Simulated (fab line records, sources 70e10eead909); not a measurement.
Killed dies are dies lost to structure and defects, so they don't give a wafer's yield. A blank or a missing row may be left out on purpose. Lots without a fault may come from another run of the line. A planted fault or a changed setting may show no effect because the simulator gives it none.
Which tool did it? | flow nand_harc | 14 lots, 42 wafers sampled, at 5 steps of a route of 1159

WHAT THE GAUGES READ, wafer by wafer
NHARC_END_SORT_01.
lot  | measured     | on        | killed_at_array | killed_at_other | killed_at_periphery | killed_dies | killed_open | killed_short
L448 | day 21 22:23 | prober-02 | 109 117 112     | 0 0 0           | 1 7 0               | 110 124 112 | 4 5 2       | 2 4 0
L451 | day 22 06:52 | prober-01 | 111 121 130     | 0 0 0           | 1 2 0               | 112 123 130 | 3 2 3       | 0 3 3

WHICH TOOL RAN EACH LOT (tool, then ch and the chambers of the sampled wafers, then the start)
lot  | NHARC_A_ONON_D1_DEP_16           | NHARC_A_BONDPAD_ANNEAL_28        | NHARC_THIN_TSV_ETCH_15           | NHARC_THIN_TSV_DEGAS_53
L439 | pecvd_onon-02 ch 0, day 8 02:44  | rtp_anneal-02 ch 0, day 18 15:13 | rie_si-04 ch 0,1, day 19 09:57   | pvd_sputter-03, day 19 14:11
L441 | pecvd_onon-02 ch 0, day 8 15:25  | rtp_anneal-02 ch 0, day 18 08:04 | rie_si-01 ch 1,2,3, day 19 05:46 | pvd_sputter-03, day 19 09:44
L442 | pecvd_onon-04 ch 0, day 8 18:16  | rtp_anneal-02 ch 0, day 18 17:51 | rie_si-01 ch 1,2, day 19 11:03   | pvd_sputter-01, day 19 15:11
L440 | pecvd_onon-02 ch 0, day 8 21:37  | rtp_anneal-01 ch 0, day 18 17:17 | rie_si-05 ch 0,1,3, day 19 12:23 | pvd_sputter-03, day 19 16:22
L448 | pecvd_onon-02 ch 0, day 10 12:44 | rtp_anneal-02 ch 0, day 20 10:28 | rie_si-05 ch 1,3, day 21 02:00   | pvd_sputter-01, day 21 05:59
L451 | pecvd_onon-02 ch 0, day 11 03:49 | rtp_anneal-02 ch 0, day 20 19:45 | rie_si-05 ch 1,2,3, day 21 10:05 | pvd_sputter-02, day 21 14:13
L450 | pecvd_onon-03 ch 0, day 11 03:50 | rtp_anneal-01 ch 0, day 21 00:45 | rie_si-04 ch 0,2,3, day 21 16:00 | pvd_sputter-03, day 21 20:28
L453 | pecvd_onon-03 ch 0, day 12 02:07 | rtp_anneal-02 ch 0, day 21 19:51 | rie_si-04 ch 1,3, day 22 08:58   | pvd_sputter-03, day 22 13:26
L454 | pecvd_onon-04 ch 0, day 12 02:07 | rtp_anneal-01 ch 0, day 21 16:15 | rie_si-01 ch 1,2,3, day 22 07:48 | pvd_sputter-03, day 22 12:11
L455 | pecvd_onon-03 ch 0, day 12 09:56 | rtp_anneal-02 ch 0, day 22 06:53 | rie_si-01 ch 0,1, day 22 19:37   | pvd_sputter-01, day 22 23:34
L456 | pecvd_onon-04 ch 0, day 12 09:56 | rtp_anneal-01 ch 0, day 22 14:16 | rie_si-05 ch 1,2,3, day 23 04:47 | pvd_sputter-02, day 23 08:49
L458 | pecvd_onon-04 ch 0, day 13 00:38 | rtp_anneal-02 ch 0, day 23 05:55 | rie_si-04 ch 0,1,2, day 23 21:14 | pvd_sputter-01, day 24 01:12
L460 | pecvd_onon-03 ch 0, day 13 08:37 | rtp_anneal-01 ch 0, day 23 06:34 | rie_si-01 ch 0,2,3, day 23 20:11 | pvd_sputter-02, day 24 00:07
L461 | pecvd_onon-02 ch 0, day 13 17:56 | rtp_anneal-01 ch 0, day 23 11:59 | rie_si-04 ch 0,2,3, day 24 02:11 | pvd_sputter-03, day 24 06:13
- NHARC_A_ONON_D1_DEP_16: target thk 1000 nm.
- NHARC_A_BONDPAD_ANNEAL_28: time 90 s.
- NHARC_THIN_TSV_ETCH_15: target depth 3000 nm, bosch target overetch cycles 2, bosch etch step 2.8 s.
- NHARC_THIN_TSV_DEGAS_53: time 60 s.

WHAT THE TOOLS THEMSELVES READ (means of the sampled wafers that have a number; where no wafer has one, the mark that the record gives instead)
NHARC_A_ONON_D1_DEP_16.
lot  | tool          | n2_flow_sccm (sccm)
L439 | pecvd_onon-02 | 2756
L441 | pecvd_onon-02 | 2758
L442 | pecvd_onon-04 | 2750
L440 | pecvd_onon-02 | 2754
L448 | pecvd_onon-02 | 2756
L451 | pecvd_onon-02 | 2750
L450 | pecvd_onon-03 | 2741
L453 | pecvd_onon-03 | 2748
L454 | pecvd_onon-04 | 2752
L455 | pecvd_onon-03 | 2752
L456 | pecvd_onon-04 | 2755
L458 | pecvd_onon-04 | 2748
L460 | pecvd_onon-03 | 2751
L461 | pecvd_onon-02 | 2742

NHARC_A_BONDPAD_ANNEAL_28.
lot  | tool          | wafer_temp_C_max
L439 | rtp_anneal-02 | 226.8
L441 | rtp_anneal-02 | 226.4
L442 | rtp_anneal-02 | 226.5
L440 | rtp_anneal-01 | 225.9
L448 | rtp_anneal-02 | 226.6
L451 | rtp_anneal-02 | 226.8
L450 | rtp_anneal-01 | 225.6
L453 | rtp_anneal-02 | 226.4
L454 | rtp_anneal-01 | 225.9
L455 | rtp_anneal-02 | 226.9
L456 | rtp_anneal-01 | 225.9
L458 | rtp_anneal-02 | 226.4
L460 | rtp_anneal-01 | 225.8
L461 | rtp_anneal-01 | 226.0

NHARC_THIN_TSV_ETCH_15.
lot  | tool      | drypump_motor_current_A (A)
L439 | rie_si-04 | 5.4
L441 | rie_si-01 | 6.0
L442 | rie_si-01 | 6.1
L440 | rie_si-05 | 5.8
L448 | rie_si-05 | 5.7
L451 | rie_si-05 | 5.9
L450 | rie_si-04 | 5.8
L453 | rie_si-04 | 5.9
L454 | rie_si-01 | 6.0
L455 | rie_si-01 | 5.3
L456 | rie_si-05 | 5.9
L458 | rie_si-04 | 5.6
L460 | rie_si-01 | 5.4
L461 | rie_si-04 | 5.8

NHARC_THIN_TSV_DEGAS_53.
lot  | tool           | heater_power_w (W)
L439 | pvd_sputter-03 | 430
L441 | pvd_sputter-03 | 439
L442 | pvd_sputter-01 | 454
L440 | pvd_sputter-03 | 449
L448 | pvd_sputter-01 | 405
L451 | pvd_sputter-02 | 431
L450 | pvd_sputter-03 | 464
L453 | pvd_sputter-03 | 469
L454 | pvd_sputter-03 | 461
L455 | pvd_sputter-01 | 439
L456 | pvd_sputter-02 | 457
L458 | pvd_sputter-01 | 462
L460 | pvd_sputter-02 | 453
L461 | pvd_sputter-03 | 447

THE ANSWER, worked out from the rows above alone
Rule: what is usual is taken from the lots themselves. Put in order of their means at a reading, lots are off if they are a third of the lots or fewer, leave a main group of 4 or more, and stand apart from it by a gap of 3 or more times the standard deviation of the main group's means; of several such gaps the widest counts. A main group whose means are all the same, to the digits that the tables above print for the reading, isn't used. A lot without any number at a reading at which 4 lots or more have one is off too. The other lots that the step has rows for count as sound. The gauges are gone through in route order, then the tools' own readings, and for those a lot's mean is taken as printed above. The first step at which some lot is off is used, and at that step the reading that is off furthest; a lot without a number counts as furthest.
No lot is off at any reading shown: from this, nothing can be told.

WHAT THE SIMULATOR HAD PUT IN
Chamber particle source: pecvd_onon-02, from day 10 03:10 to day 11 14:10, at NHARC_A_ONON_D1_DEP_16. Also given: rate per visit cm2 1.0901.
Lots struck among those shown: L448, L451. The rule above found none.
